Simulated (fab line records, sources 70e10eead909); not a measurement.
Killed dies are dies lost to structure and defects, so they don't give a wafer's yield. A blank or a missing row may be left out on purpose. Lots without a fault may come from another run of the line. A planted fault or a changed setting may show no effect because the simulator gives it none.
Which tool did it? | flow nand_harc | 13 lots, 39 wafers sampled, at 3 steps of a route of 1302

WHAT THE GAUGES READ, wafer by wafer
NHARC_P_CONTACT_INSPECT_27. Usual: raw_defect_count 267, standard deviation 110.
lot  | measured     | on                | raw_defect_count | flag
L144 | day 6 16:26  | defect_inspect-02 | 225 386 296      |
L145 | day 7 05:07  | defect_inspect-02 | 346 313 294      |
L146 | day 7 10:21  | defect_inspect-02 | 269 189 297      |
L143 | day 7 12:20  | defect_inspect-02 | 233 230 376      |
L147 | day 7 17:14  | defect_inspect-01 | 178 185 299      |
L148 | day 8 01:12  | defect_inspect-01 | 321 244 536      |
L151 | day 9 13:16  | defect_inspect-01 | 139 137 216      |
L152 | day 9 17:33  | defect_inspect-01 | 147 143 158      |
L154 | day 10 14:16 | defect_inspect-01 | 320 358 317      |
L153 | day 10 17:13 | defect_inspect-01 | 345 389 439      |
L164 | day 14 21:57 | defect_inspect-01 | 358 327 357      |
L165 | day 15 02:10 | defect_inspect-01 | 217 334 335      |
L166 | day 15 13:41 | defect_inspect-02 | 435 640 414      |

WHICH TOOL RAN EACH LOT (tool, then ch and the chambers of the sampled wafers, then the start)
lot  | NHARC_P_GATE_STRIP_112               | NHARC_P_CONTACT_CMP_24
L144 | plasma_asher-01 ch 0,1, day 6 07:18  | cmp-04 ch 0,1,2, day 6 16:02
L145 | plasma_asher-01 ch 0,1, day 6 20:02  | cmp-02 ch 0,1,3, day 7 04:44
L146 | plasma_asher-02 ch 0,1, day 7 01:22  | cmp-03 ch 0,1,2, day 7 10:02
L143 | plasma_asher-01 ch 0,1, day 7 03:14  | cmp-04 ch 0,2,3, day 7 12:00
L147 | plasma_asher-02 ch 0,1, day 7 07:44  | cmp-02 ch 1,2, day 7 16:50
L148 | plasma_asher-02 ch 0,1, day 7 16:08  | cmp-03 ch 0,1,3, day 8 00:50
L151 | plasma_asher-01 ch 0,1, day 9 03:59  | cmp-04 ch 1,2,3, day 9 12:53
L152 | plasma_asher-02 ch 0,1, day 9 08:28  | cmp-03 ch 0,1,3, day 9 17:13
L154 | plasma_asher-01 ch 0,1, day 10 04:56 | cmp-02 ch 1,2,3, day 10 13:53
L153 | plasma_asher-02 ch 0,1, day 10 07:58 | cmp-04 ch 0,1,3, day 10 16:49
L164 | plasma_asher-01 ch 0,1, day 14 13:02 | cmp-04 ch 0,1,3, day 14 21:35
L165 | plasma_asher-01 ch 0,1, day 14 17:07 | cmp-04 ch 0,1,3, day 15 01:48
L166 | plasma_asher-01 ch 0, day 15 04:17   | cmp-03 ch 0,1,2, day 15 13:20
- NHARC_P_GATE_STRIP_112: strips in N2/H2, time 200 s.
- NHARC_P_CONTACT_CMP_24: polishes, t overpolish 30 s, target thk 200 nm.

WHAT THE TOOLS THEMSELVES READ (means of the sampled wafers that have a number; where no wafer has one, the mark that the record gives instead)
NHARC_P_GATE_STRIP_112. Usual: drypump_motor_current_A 5.8 A, standard deviation 0.44; heater_power_w 89 W, standard deviation 3.5.
lot  | tool            | drypump_motor_current_A (A) | heater_power_w (W) | flag
L144 | plasma_asher-01 | 6.1                         | 87                 |
L145 | plasma_asher-01 | 6.2                         | 87                 |
L146 | plasma_asher-02 | 5.3                         | 92                 |
L143 | plasma_asher-01 | 6.2                         | 87                 |
L147 | plasma_asher-02 | 5.3                         | 92                 |
L148 | plasma_asher-02 | 5.5                         | 92                 |
L151 | plasma_asher-01 | 6.2                         | 87                 |
L152 | plasma_asher-02 | 5.5                         | 92                 |
L154 | plasma_asher-01 | 6.2                         | 88                 |
L153 | plasma_asher-02 | 5.3                         | 92                 |
L164 | plasma_asher-01 | 6.1                         | 88                 |
L165 | plasma_asher-01 | 6.1                         | 86                 |
L166 | plasma_asher-01 | 6.0                         | 84                 |

NHARC_P_CONTACT_CMP_24. Usual: motor_current_A 11.7 A, standard deviation 1.1; overpolish_run_s 30.000 s, standard deviation 0.009; time_to_endpoint_s 38.4 s, standard deviation 2.1.
lot  | tool   | motor_current_A (A) | overpolish_run_s (s) | time_to_endpoint_s (s) | flag
L144 | cmp-04 | 11.7                | 29.996               | 41.6                   |
L145 | cmp-02 | 12.7                | 29.999               | 37.9                   |
L146 | cmp-03 | 11.8                | 29.991               | 38.1                   |
L143 | cmp-04 | 12.0                | 30.003               | 39.1                   |
L147 | cmp-02 | 11.3                | 30.010               | 38.1                   |
L148 | cmp-03 | 12.0                | 30.005               | 39.5                   |
L151 | cmp-04 | 11.7                | 29.998               | 37.9                   |
L152 | cmp-03 | 12.5                | 30.004               | 38.3                   |
L154 | cmp-02 | 11.7                | 29.995               | 37.5                   |
L153 | cmp-04 | 10.9                | 29.996               | 38.8                   |
L164 | cmp-04 | 11.0                | 29.992               | 28.3                   | OFF
L165 | cmp-04 | 11.3                | 30.002               | 30.2                   | OFF
L166 | cmp-03 | 12.2                | 29.999               | 39.0                   |

THE ANSWER, worked out from the rows above alone
Rule: a lot is off if the mean of its wafers that have a number lies more than 3 standard deviations from the usual mean. A lot without any number at a reading at which 4 lots or more have one is off too. The other lots that the step has rows for count as sound. The gauges are gone through in route order, then the tools' own readings, and for those a lot's mean is taken as printed above. The first step at which some lot is off is used, and at that step the reading that is off furthest; a lot without a number counts as furthest.
Off: L164, L165, at NHARC_P_CONTACT_CMP_24 (time_to_endpoint_s).
A tool fits if, at that step or a process step before it, it ran every lot that is off, and no sound lot after the first of them. One fits: cmp-04 at NHARC_P_CONTACT_CMP_24. Its last sound lot is L153 (day 10 16:49), its first lot that is off L164 (day 14 21:35): a fault that began between those two fits.
The tool's own readings at NHARC_P_CONTACT_CMP_24 bear it out: on the lots that are off they differ by more than 5 times the standard deviation of the sound lots' means. time_to_endpoint_s reads 29.2 s there against 38.7 s on the sound lots.

WHAT THE SIMULATOR HAD PUT IN
Process parameter drift: cmp-04, from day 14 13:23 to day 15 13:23, at NHARC_P_CONTACT_CMP_24. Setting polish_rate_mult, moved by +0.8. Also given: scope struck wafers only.
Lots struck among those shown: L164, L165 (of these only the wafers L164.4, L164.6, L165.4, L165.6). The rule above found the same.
